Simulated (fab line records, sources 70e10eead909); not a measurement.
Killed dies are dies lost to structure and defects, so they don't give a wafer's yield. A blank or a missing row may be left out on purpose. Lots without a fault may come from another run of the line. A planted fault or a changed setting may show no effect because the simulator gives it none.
A struck lot beside a sound one | flow nand_harc | 15 steps out of a route of 1302
Sound: wafers L671.3, L671.5, L671.6. Struck: wafers L685.3, L685.4. (L685.2 of the same lot was not struck and is left out.) The cause comes at the end.
At each step with rows: each side's tool, then ch and its chambers, then its first start. Under that, the readings that differ: sound wafers | struck wafers | difference of the means | sigmas: that difference in standard deviations of wafers without a fault.
alike: readings whose means differ by less than 2 such deviations, and words and numbers that are the same on both sides. not compared: withheld readings, readings that some wafer has no value for, bounds like >300 that may hide the same value, and numbers for which the record gives no deviation and whose values overlap.
The two part at a step that has a row with sigmas, a row that says differs or no value, or rows on one side only. Numbers that don't overlap but have no deviation are shown without sigmas and don't part them. A reading that every wafer of one side lacks parts them only if that side has two wafers or more.

first, 4 steps without rows for these wafers: NHARC_P_M2_EBR_05; NHARC_P_M2_EXPOSE_06 (exposes mask P M2, target cd 170 nm); NHARC_P_M2_PEB_07 (peb time 65 s); NHARC_P_M2_DEVELOP_08 (develop time 35 s).
NHARC_P_M2_CD_MEAS_09: target cd 170 nm.
  sound on cd_sem-03 ch 0, day 8 22:20; struck on cd_sem-02 ch 0, day 14 20:26
  alike: cd_nm
NHARC_P_M2_OVL_MEAS_10: pitch 340 nm.
  sound on overlay-02, day 8 22:26; struck on overlay-01, day 14 20:32
  alike: overlay_x_nm, overlay_y_nm
NHARC_P_M2_INSPECT_11:
  sound on defect_inspect-01, day 8 22:28; struck on defect_inspect-02, day 14 20:34
  alike: raw_defect_count
NHARC_P_M2_DESCUM_14: chemistry O2, time 3 s.
  sound on rie_diel-08 ch 0,1,2, day 8 22:33; struck on rie_diel-08 ch 0,2, day 14 20:38
  alike: drypump_motor_current_A, mfc_ar_sccm, oes_product_au, rf_vpp_V, showerhead_plenum_p_Torr, throttle_valve_pct
  not compared: rf_hours_counter_h
NHARC_P_M2_ETCH_35: etches the open film in N2/H2, target depth 40 nm, overetch 12 nm, time 43.94 s.
  sound on rie_diel-08 ch 0,1,3, day 8 22:37; struck on rie_diel-08 ch 1,2, day 14 20:43
  alike: drypump_motor_current_A, mfc_ar_sccm, n2_flow_sccm, oes_product_au, rf_vpp_V, run_length_s, showerhead_plenum_p_Torr, throttle_valve_pct
  not compared: rf_hours_counter_h
NHARC_P_M2_ETCH_15: etches the open film in C4F8/Ar, target depth 182.5 nm, time 91.2 s.
  sound on rie_diel-08 ch 1,2,3; struck on rie_diel-08 ch 0,1
  alike: oes_product_au, rf_vpp_V, run_length_s
  not compared: rf_hours_counter_h
NHARC_P_M2_CD_MEAS_16:
  sound on cd_sem-02, day 8 22:50; struck on cd_sem-02, day 14 20:56
  alike: cd_nm
NHARC_P_M2_STRIP_18: strips in N2/H2.
  sound on rie_diel-09 ch 0,1, day 8 22:56; struck on rie_diel-09 ch 0,2, day 14 21:00
  alike: drypump_motor_current_A, mfc_ar_sccm, n2_flow_sccm, oes_product_au, rf_vpp_V, showerhead_plenum_p_Torr, throttle_valve_pct
  not compared: rf_hours_counter_h
NHARC_P_M2_ETCH_28: etches the open film in CF4/N2, target depth 30 nm, time 72.99 s.
  sound on rie_diel-09 ch 1,2,3, day 8 23:10; struck on rie_diel-09 ch 0,1, day 14 21:14
  reading          | sound          | struck    | difference | sigmas
  run_length_s (s) | 94.4 93.9 93.6 | 76.4 76.8 | -17.4      | -43
  alike: drypump_motor_current_A, mfc_ar_sccm, n2_flow_sccm, oes_product_au, rf_vpp_V, showerhead_plenum_p_Torr, throttle_valve_pct
  not compared: rf_hours_counter_h
then, 1 step without rows for these wafers: NHARC_P_M2_STRIP_19 (strips in post etch residue remover, time 600 s).
-- the record jumps here: 18 days lie between the struck wafers' starts before and after (it left off in module P_M2 and takes up again in module END, whose first step shown is number 1302 of the route) --
NHARC_END_SORT_01:
  sound on prober-02 ch 0, day 27 09:17; struck on prober-02 ch 0, day 33 02:32
  alike: defect_limited_yield, killed_at_array, killed_at_other, killed_at_periphery, killed_dies, killed_open, killed_short, sort_bin_2_pct, sort_bin_3_pct, sort_bin_4_pct, sort_n_pass, sort_rim_yield_pct, sort_yield_pct

WHERE THEY PART
Only at NHARC_P_M2_ETCH_28, within this record. Later steps at which nothing parts them and some readings are alike: NHARC_END_SORT_01.

WHY: what the simulator had put in
Process parameter drift: rie_diel-09, from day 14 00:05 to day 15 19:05, at NHARC_P_M2_ETCH_28. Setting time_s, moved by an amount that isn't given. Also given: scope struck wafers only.
